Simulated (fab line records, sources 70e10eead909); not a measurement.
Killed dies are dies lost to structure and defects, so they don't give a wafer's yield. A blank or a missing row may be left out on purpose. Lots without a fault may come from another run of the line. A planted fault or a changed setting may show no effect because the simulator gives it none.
fab line records | flow nand_harc
record lots=5 wafers=15 last_day=33
route steps=1302 shown P_M2@335 P_BONDPAD@351
lots that met no fault: from a run of the same line without faults
start_h: hours from the record's first day to the start of the lot's first wafer shown | wait_h: hours since the lot's step before | " the same as in the row above | L1.1+2: a row that stands for several wafers | - no value, or no start given | * or withheld: withheld | < > ~ a bound
route shown NAME@n: a module of which the file shows steps, and the number in the route of the first | usual: mean/standard deviation of fault-free wafers | same: alike in all rows | chamber/n: place in a boat | sites: the reading at each site | _std_site: their standard deviation | _edge_site: outer sites' mean less inner sites' | radius_mm: how far each site lies from the wafer's centre | mask NAME#n: copy n | behind: the tool/chamber that last shaped the wafer | hold: why the lot was held/for how many hours/how that ended | device: the transistor (n, p or np) that didn't switch | end of line: the same wafers' tests at the end of the route | a step without rows: its recipe alone | killed: dies lost to structure and defects at the first sort, not the wafer's yield | map: a wafer's dies, x killed, . not, _ none there
set.NAME: the setting as run; set.NAME@STEP: as run at that earlier step | model.NAME: the simulator's own value behind a step, which no gauge read
lots at some steps of the route; a table a step, a row a wafer
services: from which hour (start_h, from the record's first day; less than 0 if before it) a tool's chamber was out of use, for how many hours, and why
## steps
# step NHARC_P_M2_STRIP_18
# recipe power_w=1000 n2_flow_sccm=150 h2_flow_sccm=150 ar_flow_sccm=0 bias_w=0 chemistry=N2/H2
# usual drypump_motor_current_A=5.8/0.41 h2_flow_sccm=149.9/0.48 oes_product_au=0.995/0.011 rf_vpp_V=90.6/1 showerhead_plenum_p_Torr=2.03/0.1 throttle_valve_pct=14.171/0.0089
# columns lot.wafer tool chamber start_h wait_h drypump_motor_current_A h2_flow_sccm oes_product_au rf_hours_counter_h rf_vpp_V showerhead_plenum_p_Torr throttle_valve_pct
L086.4 rie_diel-09 2 250.56 0.1 4.8 150.0 1.006 4.4 90.9 2.05 14.159
L086.1 " 3 " " 5.5 149.8 0.997 5.2 91.9 2.01 14.167
L086.2 " 0 " " 6.4 150.3 1.005 5.3 88.7 1.89 14.165
L088.3 rie_diel-01 3 278.82 0.1 5.9 149.0 0.994 3.8 91.4 2.16 14.176
L088.2 " 1 " " 5.4 150.6 0.992 3.7 90.0 1.94 14.173
L088.1 " 2 " " 5.7 150.7 0.995 3.2 90.9 2.19 14.169
L091.4 rie_diel-01 1 296.88 0.1 5.4 149.5 0.989 6.2 91.3 1.94 14.171
L091.3 " 0 " " 6.0 149.4 0.986 6.1 90.7 1.92 14.161
L091.6 " 2 " " 5.7 149.6 0.985 - 92.0 2.19 14.198
L093.4 rie_diel-01 0 323.28 0.1 6.0 150.3 0.990 6.8 89.3 1.92 14.171
L093.3 " 2 " " 5.8 150.0 0.999 6.3 90.7 2.19 14.177
L093.5 " 3 " " 5.9 149.6 0.980 - 91.5 2.16 14.175
L096.3 rie_diel-02 2 352.68 0.1 5.8 149.9 1.009 6.5 91.3 1.98 14.181
L096.2 " 3 " " 6.2 149.3 0.998 4.9 91.0 2.08 14.184
L096.5 " 0 " " 6.3 149.6 1.010 - 90.7 1.91 14.170
# step NHARC_P_M2_ETCH_28
# recipe target_depth_a=300 over_etch_frac=0.3 time_s=72.99 ion_energy_ev=150 cf4_flow_sccm=50 n2_flow_sccm=100 ar_flow_sccm=150 rf_w=300 bias_w=100 chemistry=CF4/N2
# usual drypump_motor_current_A=5.9/0.41 oes_product_au=0.996/0.011 rf_vpp_V=313.9/2.2 showerhead_plenum_p_Torr=2.60/0.12 throttle_valve_pct=19.794/0.01
# columns lot.wafer tool chamber start_h wait_h drypump_motor_current_A oes_product_au rf_hours_counter_h rf_vpp_V showerhead_plenum_p_Torr throttle_valve_pct
L086.2 rie_diel-09 3 - - 5.5 0.996 5.2 313.5 2.59 19.789
L086.4 " 1 " " 5.4 1.005 4.6 314.5 2.66 19.780
L086.1 " 2 " " 4.8 1.010 4.5 315.3 2.64 19.797
L088.1 rie_diel-01 3 - - 5.8 0.979 3.8 316.9 2.77 19.780
L088.3 " 0 " " 6.0 0.994 4.2 311.4 2.48 19.809
L088.2 " 2 " " 5.7 0.989 3.3 318.3 2.80 19.788
L091.4 rie_diel-01 1 - - 5.4 0.998 6.2 312.8 2.51 19.779
L091.3 " 2 " " 5.7 0.990 5.8 318.4 2.80 19.782
L091.6 " 1 " " 5.4 0.999 - 313.3 2.51 19.791
L093.3 rie_diel-01 3 - - 5.8 0.976 6.2 317.0 2.77 19.774
L093.4 " 2 " " 5.7 0.993 6.3 317.9 2.80 19.799
L093.5 " 3 " " 5.9 0.974 - 315.2 2.77 19.798
L096.2 rie_diel-02 2 - - 5.8 1.012 6.5 312.2 2.55 19.799
L096.3 " 3 " " 6.3 0.993 4.9 313.7 2.68 19.797
L096.5 " 1 " " 5.7 1.009 - 315.4 2.76 19.791
# step NHARC_P_M2_STRIP_19
# recipe time_s=600 temp_c=30 chemistry=post_etch_residue_remover
# columns lot.wafer tool chamber start_h wait_h
L086.2+4+1 wet_bench-10 7,0,4 250.90 -
L088.3+1+2 wet_bench-10 0,1,2 279.22 -
L091.6+4+3 wet_bench-10 0,1,3 297.26 -
L093.5+3+4 wet_bench-08 6,0,1 323.63 -
L096.3+5+2 wet_bench-10 3,5,6 353.00 -
# step NHARC_P_M2_DEGAS_29
# recipe temp_c=250 time_s=60
# usual heater_power_w=328/21
# columns lot.wafer tool chamber start_h wait_h heater_power_w
L086.2 pvd_sputter-03 - 251.17 - 300
L086.1 " - " " 309
L086.4 " - " " 326
L088.3 pvd_sputter-01 - 279.46 - 348
L088.1 " - " " 310
L088.2 " - " " 313
L091.3 pvd_sputter-03 - 297.52 - 335
L091.4 " - " " 304
L091.6 " - " " 339
L093.3 pvd_sputter-02 - 323.89 - 343
L093.4 " - " " 368
L093.5 " - " " 347
L096.2 pvd_sputter-01 - 353.30 - 344
L096.3 " - " " 353
L096.5 " - " " 312
# step NHARC_P_M2_PRE_CLEAN_30
# recipe time_s=30 temp_c=280 gas=H2/He
# usual heater_power_w=403/26
# columns lot.wafer tool chamber start_h wait_h heater_power_w
L086.2 pvd_sputter-03 - - - 389
L086.1 " - " " 393
L086.4 " - " " 380
L088.1 pvd_sputter-01 - - - 427
L088.3 " - " " 386
L088.2 " - " " 415
L091.4 pvd_sputter-03 - - - 411
L091.3 " - " " 397
L091.6 " - " " 373
L093.4 pvd_sputter-02 - - - 426
L093.3 " - " " 407
L093.5 " - " " 427
L096.3 pvd_sputter-01 - - - 432
L096.2 " - " " 373
L096.5 " - " " 372
# step NHARC_P_M2_PVD_20
# recipe target_thk_a=50 bias_v=168.6 power_w=15000 chamber_pressure_pa=0.12 time_s=8.06 substrate_temp_c=50 material=TaN
# usual throttle_valve_pct=30.3/1
# columns lot.wafer tool chamber start_h wait_h throttle_valve_pct
L086.2 pvd_sputter-03 - - - 30.9
L086.1 " - " " 29.7
L086.4 " - " " 29.7
L088.3 pvd_sputter-01 - - - 32.5
L088.2 " - " " 30.5
L088.1 " - " " 30.7
L091.4 pvd_sputter-03 - - - 29.7
L091.3 " - " " 30.1
L091.6 " - " " 29.5
L093.4 pvd_sputter-02 - - - 29.8
L093.3 " - " " 27.9
L093.5 " - " " 29.8
L096.3 pvd_sputter-01 - - - 30.8
L096.2 " - " " 32.8
L096.5 " - " " 30.0
# step NHARC_P_M2_PVD_21
# recipe target_thk_a=300 chamber_pressure_pa=5 power_w=5000 substrate_temp_c=30 time_s=20.49 material=Cu
# usual throttle_valve_pct=30.3/1
# columns lot.wafer tool chamber start_h wait_h throttle_valve_pct
L086.1 pvd_sputter-03 - - - 30.1
L086.4 " - " " 29.8
L086.2 " - " " 30.6
L088.2 pvd_sputter-01 - - - 30.4
L088.3 " - " " 30.7
L088.1 " - " " 32.9
L091.4 pvd_sputter-03 - - - 30.0
L091.3 " - " " 30.1
L091.6 " - " " 30.8
L093.3 pvd_sputter-02 - - - 27.9
L093.4 " - " " 30.5
L093.5 " - " " 30.8
L096.3 pvd_sputter-01 - - - 30.8
L096.2 " - " " 33.0
L096.5 " - " " 30.4
# step NHARC_P_M2_ECD_22
# recipe target_thk_a=4000 bath_temp_c=25 material=Cu
# columns lot.wafer tool chamber start_h wait_h
L086.1+2+4 ecd_cu-01 0,1,1 251.53 -
L088.2+1+3 ecd_cu-01 0,1,0 279.83 -
L091.3+4+6 ecd_cu-02 0,1,1 297.99 -
L093.3+4+5 ecd_cu-02 0,1,1 324.35 -
L096.2+3+5 ecd_cu-02 1,0,0 353.74 -
# step NHARC_P_M2_ANNEAL_31
# recipe temp_c=225 time_s=90
# usual wafer_temp_C_max=225.73/0.2
# columns lot.wafer tool chamber start_h wait_h wafer_temp_C_max
L086.1 rtp_anneal-02 0 251.91 - 225.78
L086.2 " 0 " " 225.99
L086.4 " 0 " " 225.97
L088.1 rtp_anneal-01 0 280.21 - 225.57
L088.2 " 0 " " 226.10
L088.3 " 0 " " 225.90
L091.3 rtp_anneal-01 0 298.37 - 225.55
L091.4 " 0 " " 225.85
L091.6 " 0 " " 225.62
L093.3 rtp_anneal-01 0 324.73 - 225.91
L093.4 " 0 " " 225.60
L093.5 " 0 " " 225.27
L096.2 rtp_anneal-01 0 354.17 0.4 225.53
L096.3 " 0 " " 225.72
L096.5 " 0 " " 225.86
# step NHARC_P_M2_CMP_23
# recipe t_overpolish_s=20 target_thk_nm=144.3
# usual motor_current_A=11.7/1.1 time_to_endpoint_s=29.7/2.6
# columns lot.wafer tool chamber start_h wait_h motor_current_A time_to_endpoint_s
L086.4 cmp-04 0 252.25 - 13.0 30.9
L086.1 " 1 " " 12.2 27.0
L086.2 " 3 " " 11.0 30.7
L088.1 cmp-01 3 280.58 - 11.1 25.1
L088.2 " 0 " " 12.0 25.8
L088.3 " 1 " " 11.2 27.5
L091.4 cmp-01 3 298.61 - 11.0 29.7
L091.3 " 1 " " 11.2 28.7
L091.6 " 0 " " 11.2 26.0
L093.3 cmp-03 1 324.97 - 12.2 33.2
L093.4 " 2 " " 11.7 30.0
L093.5 " 1 " " 12.2 30.4
L096.3 cmp-01 3 354.47 - 11.1 28.6
L096.2 " 1 " " 11.2 32.4
L096.5 " 3 " " 11.0 28.2
# step NHARC_P_M2_THK_MEAS_24
# recipe thk_meas_gauge=xrf
# usual thk_nm=144.8/1.8
# columns lot.wafer tool chamber start_h wait_h thk_nm
L086.1 film_metro-02 - 252.57 - 142.4
L086.2 " - " " 145.7
L086.4 " - " " 146.1
L088.1 film_metro-01 - 280.87 - 142.4
L088.2 " - " " 141.2
L088.3 " - " " 145.5
L091.3 film_metro-02 - 298.93 - 144.4
L091.4 " - " " 142.5
L091.6 " - " " 141.2
L093.3 film_metro-01 - 325.28 - 143.3
L093.4 " - " " 145.4
L093.5 " - " " 145.6
L096.2 film_metro-02 - 354.79 - 144.5
L096.3 " - " " 142.1
L096.5 " - " " 144.0
# step NHARC_P_M2_SRD_25
# columns lot.wafer tool chamber start_h wait_h
L086.1+2+4 wet_bench-10 2,4,5 252.61 0.0
L088.1+2+3 wet_bench-08 0,2,4 280.91 0.0
L091.4+6+3 wet_bench-10 5,7,2 298.97 0.0
L093.3+5+4 wet_bench-08 0,2,3 325.33 0.0
L096.3+5+2 wet_bench-10 7,0,2 354.83 0.0
# step NHARC_P_M2_INSPECT_27
# usual raw_defect_count=305/110
# columns lot.wafer tool chamber start_h wait_h raw_defect_count
L086.1 defect_inspect-01 - 252.72 0.0 362
L086.2 " - " " 354
L086.4 " - " " 304
L088.1 defect_inspect-01 - 281.03 0.0 195
L088.2 " - " " 360
L088.3 " - " " 284
L091.3 defect_inspect-01 - 299.08 0.0 578
L091.4 " - " " 635
L091.6 " - " " 361
L093.3 defect_inspect-02 - 325.44 0.0 163
L093.4 " - " " 271
L093.5 " - " " 195
L096.2 defect_inspect-02 - 354.95 0.0 356
L096.3 " - " " 499
L096.5 " - " " 254
# step NHARC_P_M2_PRE_CLEAN_32
# recipe time_s=12 temp_c=370 rf_power_w=300 gas=NH3
# usual heater_power_outer_w=376/52 heater_power_w=650/77
# columns lot.wafer tool chamber start_h wait_h heater_power_outer_w heater_power_w
L086.1 pecvd-03 2 252.79 0.1 432 708
L086.2 " 1 " " 443 688
L086.4 " 2 " " 439 724
L088.1 pecvd-03 1 281.09 0.1 446 696
L088.3 " 2 " " 408 695
L088.2 " 0 " " 466 756
L091.3 pecvd-01 2 299.18 0.1 263 497
L091.6 " 1 " " 370 677
L091.4 " 2 " " 265 499
L093.3 pecvd-03 0 325.51 0.1 446 776
L093.5 " 0 " " 426 744
L093.4 " 2 " " 391 663
L096.3 pecvd-03 1 355.03 0.1 398 601
L096.2 " 2 " " 377 657
L096.5 " 1 " " 393 626
# step NHARC_P_M2_DEP_33
# recipe target_thk_a=300 temp_c=370 target_thk_nm=30 pressure_torr=3 flow_sccm=200 rf_w=450 material=SiCN
# usual chamber_pressure_Torr=2.999/0.0062 heater_power_outer_w=338/55 heater_power_w=599/79
# columns lot.wafer tool chamber start_h wait_h chamber_pressure_Torr heater_power_outer_w heater_power_w
L086.1 pecvd-03 2 252.91 0.1 2.993 348 593
L086.2 " 1 " " 2.994 400 629
L086.4 " 2 " " 2.993 339 588
L088.1 pecvd-03 1 281.17 0.1 2.994 364 587
L088.3 " 2 " " 2.992 352 594
L088.2 " 0 " " 3.003 384 671
L091.3 pecvd-01 2 299.31 0.1 2.993 264 494
L091.6 " 1 " " 3.001 337 621
L091.4 " 2 " " 2.984 261 502
L093.3 pecvd-03 0 325.59 0.1 3.011 412 699
L093.5 " 0 " " 3.004 390 696
L093.4 " 2 " " 2.999 302 535
L096.3 pecvd-03 1 355.14 0.1 3.010 408 650
L096.2 " 2 " " 2.991 371 620
L096.5 " 1 " " 3.002 414 658
# step NHARC_P_BONDPAD_DEP_00
# recipe target_thk_a=2500 temp_c=370 target_thk_nm=250 pressure_torr=3 flow_sccm=200 rf_w=450 material=SiCN
# usual chamber_pressure_Torr=3.000/0.0063 heater_power_outer_w=340/50 heater_power_w=599/71
# columns lot.wafer tool chamber start_h wait_h chamber_pressure_Torr heater_power_outer_w heater_power_w
L086.1 pecvd-03 1 253.43 0.5 2.996 371 625
L086.2 " 2 " " 3.000 387 664
L086.4 " 2 " " 2.993 391 665
L088.1 pecvd-01 2 281.59 - 3.013 257 481
L088.2 " 0 " " 3.000 335 620
L088.3 " 1 " " 2.994 376 675
L091.3 pecvd-03 1 299.78 - 2.994 338 555
L091.6 " 1 " " 2.996 364 561
L091.4 " 0 " " 2.994 421 712
L093.3 pecvd-01 2 326.05 - 3.004 277 512
L093.5 " 1 " " 2.999 375 699
L093.4 " 0 " " 2.990 350 622
L096.2 pecvd-04 1 355.50 - 3.000 345 570
L096.3 " 0 " " 2.999 374 684
L096.5 " 2 " " 2.996 239 439
# step NHARC_P_BONDPAD_CMP_32
# recipe target_thk_nm=200 material=SiCN
# usual motor_current_A=12.0/1.1
# columns lot.wafer tool chamber start_h wait_h motor_current_A
L086.4 cmp-04 0 253.98 0.3 13.5
L086.1 " 1 " " 12.3
L086.2 " 3 " " 11.4
L088.1 cmp-02 1 282.00 - 10.6
L088.3 " 2 " " 12.7
L088.2 " 3 " " 10.6
L091.3 cmp-04 3 300.23 - 10.6
L091.4 " 0 " " 13.4
L091.6 " 2 " " 12.9
L093.3 cmp-03 2 326.43 - 11.7
L093.4 " 0 " " 12.4
L093.5 " 1 " " 11.2
L096.2 cmp-03 1 355.91 - 11.9
L096.3 " 3 " " 13.5
L096.5 " 1 " " 12.3
# step NHARC_P_BONDPAD_THK_MEAS_33
# recipe thk_meas_gauge=ellipsometry
# usual thk_nm=200.7/1.7
# columns lot.wafer tool chamber start_h wait_h thk_nm
L086.1 film_metro-02 - 254.23 0.2 198.9
L086.2 " - " " 202.5
L086.4 " - " " 202.3
L088.1 film_metro-01 - 282.25 0.2 198.9
L088.2 " - " " 200.0
L088.3 " - " " 198.8
L091.3 film_metro-02 - 300.44 0.2 200.2
L091.4 " - " " 200.5
L091.6 " - " " 202.1
L093.3 film_metro-02 - 326.66 0.2 199.0
L093.4 " - " " 197.7
L093.5 " - " " 200.9
L096.2 film_metro-01 - 356.17 0.2 199.7
L096.3 " - " " 197.8
L096.5 " - " " 198.7
# step NHARC_P_BONDPAD_SRD_34
# columns lot.wafer tool chamber start_h wait_h
L086.1+4+2 wet_bench-08 2,3,7 254.27 0.0
L088.1+2+3 wet_bench-08 6,7,0 282.29 0.0
L091.4+3+6 wet_bench-10 5,1,2 300.51 0.1
L093.3+5+4 wet_bench-08 3,7,0 326.70 0.0
L096.5+2+3 wet_bench-10 3,4,6 356.21 0.0
# step NHARC_P_BONDPAD_DEHYDRATE_01
# recipe temp_c=150 time_s=120
# columns lot.wafer tool chamber start_h wait_h
L086.1+2+4 litho_track-05 0 254.35 0.1
L088.1+2+3 litho_track-07 0 282.37 0.1
L091.3+4+6 litho_track-07 0 300.60 0.1
L093.3+4+5 litho_track-05 0 326.79 0.1
L096.2+3+5 litho_track-05 0 356.29 0.1
# step NHARC_P_BONDPAD_HMDS_02
# recipe time_s=30
# columns lot.wafer tool chamber start_h wait_h
L086.1+2+4 litho_track-05 0 - -
L088.1+2+3 litho_track-07 0 - -
L091.3+4+6 litho_track-07 0 - -
L093.3+4+5 litho_track-05 0 - -
L096.2+3+5 litho_track-05 0 - -
# step NHARC_P_BONDPAD_COAT_36
# recipe temp_c=200 time_s=65
# columns lot.wafer tool chamber start_h wait_h
L086.1+2+4 litho_track-05 0 - -
L088.1+2+3 litho_track-07 0 - -
L091.3+4+6 litho_track-07 0 - -
L093.3+4+5 litho_track-05 0 - -
L096.2+3+5 litho_track-05 0 - -
# step NHARC_P_BONDPAD_COAT_03
# recipe spin_rpm=2000 resist_thk_nm=600
# columns lot.wafer tool chamber start_h wait_h
L086.1+2+4 litho_track-05 0 - -
L088.1+2+3 litho_track-07 0 - -
L091.3+4+6 litho_track-07 0 - -
L093.3+4+5 litho_track-05 0 - -
L096.2+3+5 litho_track-05 0 - -
# step NHARC_P_BONDPAD_SOFTBAKE_04
# recipe temp_c=125 time_s=70
# columns lot.wafer tool chamber start_h wait_h
L086.1+2+4 litho_track-05 0 - -
L088.1+2+3 litho_track-07 0 - -
L091.3+4+6 litho_track-07 0 - -
L093.3+4+5 litho_track-05 0 - -
L096.2+3+5 litho_track-05 0 - -
# step NHARC_P_BONDPAD_EBR_05
# columns lot.wafer tool chamber start_h wait_h
L086.1+2+4 litho_track-05 0 - -
L088.1+2+3 litho_track-07 0 - -
L091.3+4+6 litho_track-07 0 - -
L093.3+4+5 litho_track-05 0 - -
L096.2+3+5 litho_track-05 0 - -
# step NHARC_P_BONDPAD_EXPOSE_06
# recipe na=0.55 dose_mj=37.06 mask_id=P_BPAD
# columns lot.wafer tool chamber start_h wait_h mask
L086.1+2+4 krf_scanner-03 0 254.64 - P_BPAD#0
L088.1+2+3 krf_scanner-02 0 282.66 - P_BPAD#0
L091.3+4+6 krf_scanner-02 0 300.90 - P_BPAD#0
L093.3+4+5 krf_scanner-03 0 326.96 - P_BPAD#0
L096.2+3+5 krf_scanner-01 0 356.46 - P_BPAD#0
# step NHARC_P_BONDPAD_PEB_07
# recipe peb_temp_c=128 peb_time_s=80
# columns lot.wafer tool chamber start_h wait_h
L086.1+2+4 litho_track-05 0 254.70 0.1
L088.1+2+3 litho_track-05 0 282.73 0.1
L091.3+4+6 litho_track-07 0 300.96 0.1
L093.3+4+5 litho_track-07 0 327.02 0.1
L096.2+3+5 litho_track-02 0 356.52 0.1
# step NHARC_P_BONDPAD_DEVELOP_08
# recipe time_s=50 dev_temp_c=22
# columns lot.wafer tool chamber start_h wait_h
L086.1+2+4 litho_track-05 0 - -
L088.1+2+3 litho_track-05 0 - -
L091.3+4+6 litho_track-07 0 - -
L093.3+4+5 litho_track-07 0 - -
L096.2+3+5 litho_track-02 0 - -
# step NHARC_P_BONDPAD_CD_MEAS_09
# recipe target_cd_nm=500 landing_energy_ev=500
# usual cd_nm=499.3/2.6
# columns lot.wafer tool chamber start_h wait_h cd_nm
L086.1 cd_sem-03 0 254.79 - 501.2
L086.2 " 0 " " 494.7
L086.4 " 0 " " 498.8
L088.1 cd_sem-02 0 282.81 - 495.2
L088.2 " 0 " " 500.3
L088.3 " 0 " " 494.2
L091.3 cd_sem-02 0 301.04 - 498.9
L091.4 " 0 " " 504.8
L091.6 " 0 " " 498.2
L093.3 cd_sem-02 0 327.11 - 499.1
L093.4 " 0 " " 499.2
L093.5 " 0 " " 503.7
L096.2 cd_sem-03 0 356.61 - 498.4
L096.3 " 0 " " 499.4
L096.5 " 0 " " 498.5
# step NHARC_P_BONDPAD_OVL_MEAS_38
# usual overlay_x_nm=-4/7.2 overlay_y_nm=-1/5.1
# columns lot.wafer tool chamber start_h wait_h overlay_x_nm overlay_y_nm
L086.1 overlay-02 - 254.88 - -6 -3
L086.2 " - " " -6 -3
L086.4 " - " " -6 -3
L088.1 overlay-01 - 282.90 - -2 5
L088.2 " - " " -1 6
L088.3 " - " " -2 6
L091.3 overlay-01 - 301.13 - 4 -2
L091.4 " - " " 4 -3
L091.6 " - " " 4 -3
L093.3 overlay-01 - 327.19 - 7 0
L093.4 " - " " 8 0
L093.5 " - " " 7 1
L096.2 overlay-01 - 356.71 - -8 5
L096.3 " - " " -8 6
L096.5 " - " " -8 6
# step NHARC_P_BONDPAD_HARDBAKE_10
# recipe temp_c=118 time_s=65
# columns lot.wafer tool chamber start_h wait_h
L086.1+2+4 litho_track-05 0 254.92 0.0
L088.1+2+3 litho_track-07 0 282.95 0.0
L091.3+4+6 litho_track-02 0 301.18 0.0
L093.3+4+5 litho_track-05 0 327.24 0.0
L096.2+3+5 litho_track-02 0 356.75 0.0
# step NHARC_P_BONDPAD_DESCUM_11
# recipe time_s=3 o2_flow_sccm=200 ar_flow_sccm=0 bias_power_w=0 chemistry=O2
# usual drypump_motor_current_A=5.5/0.38 oes_product_au=1.000/0.011 rf_vpp_V=57.8/0.81 showerhead_plenum_p_Torr=1.94/0.08 throttle_valve_pct=11.312/0.0083
# columns lot.wafer tool chamber start_h wait_h drypump_motor_current_A oes_product_au rf_hours_counter_h rf_vpp_V showerhead_plenum_p_Torr throttle_valve_pct
L086.4 rie_diel-13 1 255.00 - 4.9 1.005 2 58.5 2.03 11.314
L086.2 " 2 " " 5.9 1.003 2 57.5 1.80 11.316
L086.1 " 3 " " 6.0 0.992 2 58.6 1.95 11.302
L088.2 rie_diel-06 1 283.02 - 5.7 1.003 8 57.1 1.93 11.306
L088.1 " 3 " " 5.8 0.980 10 58.3 1.99 11.306
L088.3 " 0 " " 5.2 1.008 8 58.0 2.01 11.319
L091.4 rie_diel-13 2 301.25 - 5.9 0.984 3 58.4 1.80 11.310
L091.3 " 0 " " 4.9 1.018 3 59.8 1.92 11.311
L091.6 " 2 " " 5.9 1.003 - 58.2 1.80 11.319
L093.3 rie_diel-13 2 327.31 - 5.9 0.988 4 57.8 1.80 11.315
L093.4 " 3 " " 6.0 1.006 4 57.3 1.95 11.320
L093.5 " 3 " " 6.0 1.008 - 58.4 1.95 11.320
L096.3 rie_diel-06 0 356.84 - 5.2 0.986 1 58.1 2.01 11.317
L096.2 " 1 " " 5.6 0.993 1 57.1 1.93 11.314
L096.5 " 3 " " 5.8 0.981 - 57.4 1.99 11.295
# step NHARC_P_BONDPAD_ETCH_37
# recipe target_depth_a=600 overetch_a=180 time_s=65.91 ion_energy_ev=200 n2_flow_sccm=150 h2_flow_sccm=150 ar_flow_sccm=0 rf_w=400 bias_w=150 chemistry=N2/H2
# usual drypump_motor_current_A=5.5/0.39 h2_flow_sccm=150.0/0.46 oes_product_au=0.999/0.012 rf_vpp_V=431.5/2.3 showerhead_plenum_p_Torr=2.08/0.08 throttle_valve_pct=14.171/0.0086
# columns lot.wafer tool chamber start_h wait_h drypump_motor_current_A h2_flow_sccm oes_product_au rf_hours_counter_h rf_vpp_V showerhead_plenum_p_Torr throttle_valve_pct
L086.1 rie_diel-13 0 255.09 0.1 4.9 150.1 1.010 2 429.4 2.05 14.164
L086.2 " 1 " " 4.9 149.6 1.002 2 434.3 2.17 14.174
L086.4 " 3 " " 6.1 149.1 1.006 2 432.1 2.08 14.159
L088.2 rie_diel-06 2 283.12 0.1 5.6 150.5 1.012 10 432.2 2.10 14.176
L088.3 " 3 " " 5.8 149.4 0.992 10 432.0 2.12 14.177
L088.1 " 0 " " 5.2 151.0 1.028 8 434.2 2.15 14.165
L091.3 rie_diel-13 0 301.34 0.1 4.9 150.1 1.008 3 431.5 2.05 14.181
L091.4 " 1 " " 4.9 150.2 1.013 3 434.3 2.17 14.182
L091.6 " 1 " " 4.9 150.0 1.003 - 434.7 2.17 14.175
L093.3 rie_diel-13 0 327.41 0.1 4.9 149.5 0.993 4 431.4 2.05 14.157
L093.4 " 2 " " 5.9 149.7 0.990 4 425.9 1.91 14.165
L093.5 " 3 " " 6.0 150.0 0.997 - 431.6 2.08 14.168
L096.2 rie_diel-06 3 356.91 0.1 5.8 150.0 0.998 1 432.4 2.12 14.191
L096.3 " 0 " " 5.2 149.9 0.978 1 432.2 2.15 14.174
L096.5 " 0 " " 5.2 149.9 0.981 - 434.0 2.15 14.156
# step NHARC_P_BONDPAD_ETCH_12
# recipe target_depth_a=2000 time_s=100 chf3_flow_sccm=50 o2_flow_sccm=10 ar_flow_sccm=200 rf_w=500 bias_w=200 chemistry=CHF3/O2
# usual drypump_motor_current_A=5.5/0.39 oes_product_au=0.940/0.022 rf_vpp_V=371.5/2 showerhead_plenum_p_Torr=2.44/0.089 throttle_valve_pct=20.572/0.0095
# columns lot.wafer tool chamber start_h wait_h drypump_motor_current_A oes_product_au rf_hours_counter_h rf_vpp_V showerhead_plenum_p_Torr throttle_valve_pct
L086.1 rie_diel-13 2 - - 5.9 0.921 2 367.6 2.26 20.576
L086.4 " 0 " " 4.9 0.931 2 371.6 2.41 20.560
L086.2 " 1 " " 4.9 0.936 2 373.1 2.55 20.562
L088.2 rie_diel-06 1 - - 5.7 0.969 8 372.4 2.42 20.585
L088.3 " 2 " " 5.5 0.973 10 370.9 2.47 20.576
L088.1 " 0 " " 5.2 0.987 8 373.9 2.52 20.586
L091.3 rie_diel-13 0 - - 4.9 0.933 3 371.1 2.41 20.573
L091.4 " 2 " " 5.9 0.919 3 368.4 2.26 20.558
L091.6 " 0 " " 4.9 0.934 - 371.2 2.41 20.577
L093.3 rie_diel-13 0 - - 4.9 0.922 4 371.6 2.41 20.577
L093.4 " 1 " " 4.9 0.927 4 374.8 2.55 20.572
L093.5 " 3 " " 6.0 0.926 - 371.2 2.45 20.589
L096.2 rie_diel-06 3 - - 5.8 0.953 1 373.0 2.49 20.578
L096.3 " 1 " " 5.7 0.962 1 371.5 2.42 20.575
L096.5 " 2 " " 5.6 0.965 - 371.9 2.47 20.575
# step NHARC_P_BONDPAD_CD_MEAS_13
# usual cd_nm=499.0/2.7
# columns lot.wafer tool chamber start_h wait_h cd_nm
L086.1 cd_sem-03 - 255.31 - 501.8
L086.2 " - " " 493.6
L086.4 " - " " 498.7
L088.1 cd_sem-03 - 283.34 - 495.3
L088.2 " - " " 500.7
L088.3 " - " " 494.0
L091.3 cd_sem-02 - 301.57 - 501.1
L091.4 " - " " 505.6
L091.6 " - " " 498.0
L093.3 cd_sem-03 - 327.63 - 500.6
L093.4 " - " " 499.7
L093.5 " - " " 502.3
L096.2 cd_sem-03 - 357.14 - 498.2
L096.3 " - " " 499.1
L096.5 " - " " 499.4
# step NHARC_P_BONDPAD_STRIP_15
# recipe o2_flow_sccm=500 ar_flow_sccm=0 bias_w=0 chemistry=O2
# usual drypump_motor_current_A=5.5/0.35 oes_product_au=1.000/0.013 rf_vpp_V=57.9/0.85 showerhead_plenum_p_Torr=3.55/0.15 throttle_valve_pct=17.036/0.0079
# columns lot.wafer tool chamber start_h wait_h drypump_motor_current_A oes_product_au rf_hours_counter_h rf_vpp_V showerhead_plenum_p_Torr throttle_valve_pct
L086.1 rie_diel-07 0 255.39 0.1 5.9 0.995 5.5 57.2 3.73 17.039
L086.2 " 2 " " 5.7 1.005 9.1 57.1 3.30 17.040
L086.4 " 3 " " 5.3 0.984 8.9 56.8 3.40 17.031
L088.3 rie_diel-06 1 283.43 0.1 5.7 1.003 8.5 57.2 3.56 17.035
L088.1 " 2 " " 5.6 1.006 9.8 57.6 3.63 17.045
L088.2 " 3 " " 5.8 0.977 10.1 58.3 3.65 17.037
L091.4 rie_diel-06 0 301.64 0.1 5.2 1.021 9.2 57.3 3.70 17.041
L091.3 " 1 " " 5.6 1.005 9.2 57.2 3.56 17.028
L091.6 " 0 " " 5.2 1.025 - 58.7 3.70 17.034
L093.4 rie_diel-13 0 327.72 0.1 4.9 1.000 4.5 58.1 3.54 17.030
L093.3 " 2 " " 5.9 0.989 4.1 56.9 3.33 17.037
L093.5 " 3 " " 6.1 0.989 - 58.0 3.60 17.055
L096.3 rie_diel-07 1 357.23 0.1 5.5 1.031 4.5 59.1 3.51 17.031
L096.2 " 3 " " 5.3 0.996 3.1 57.6 3.40 17.017
L096.5 " 0 " " 5.9 1.003 - 59.2 3.72 17.043
## services
# columns tool chamber start_h hours kind
litho_track-02 - 227.01 7.0 pm
pecvd-03 0 231.13 29.6 repair
cmp-01 - 231.66 2.8 repair
cmp-01 - 237.40 0.9 repair
ecd_cu-02 - 244.03 8.0 pm
litho_track-07 - 251.00 7.0 pm
cmp-03 - 254.41 8.3 repair
pvd_sputter-01 - 257.03 2.3 repair
rie_diel-06 0 259.36 6.0 repair
cmp-03 - 281.57 4.0 pm
pvd_sputter-02 - 282.00 10.0 pm
cmp-01 - 282.57 1.7 repair
wet_bench-08 - 294.40 8.0 pm
litho_track-05 - 299.00 7.0 pm
rie_diel-06 - 307.33 9.0 pm
pecvd-01 - 311.06 13.0 pm
wet_bench-10 - 311.20 8.0 pm
pvd_sputter-03 - 313.93 1.0 repair
rie_diel-06 1 317.35 10.1 repair
rie_diel-01 3 319.03 2.6 repair
pecvd-03 - 327.30 1.8 repair
rie_diel-13 - 342.00 9.0 pm
pvd_sputter-03 - 348.00 10.0 pm
pvd_sputter-01 - 356.11 4.9 repair
## key
fault none
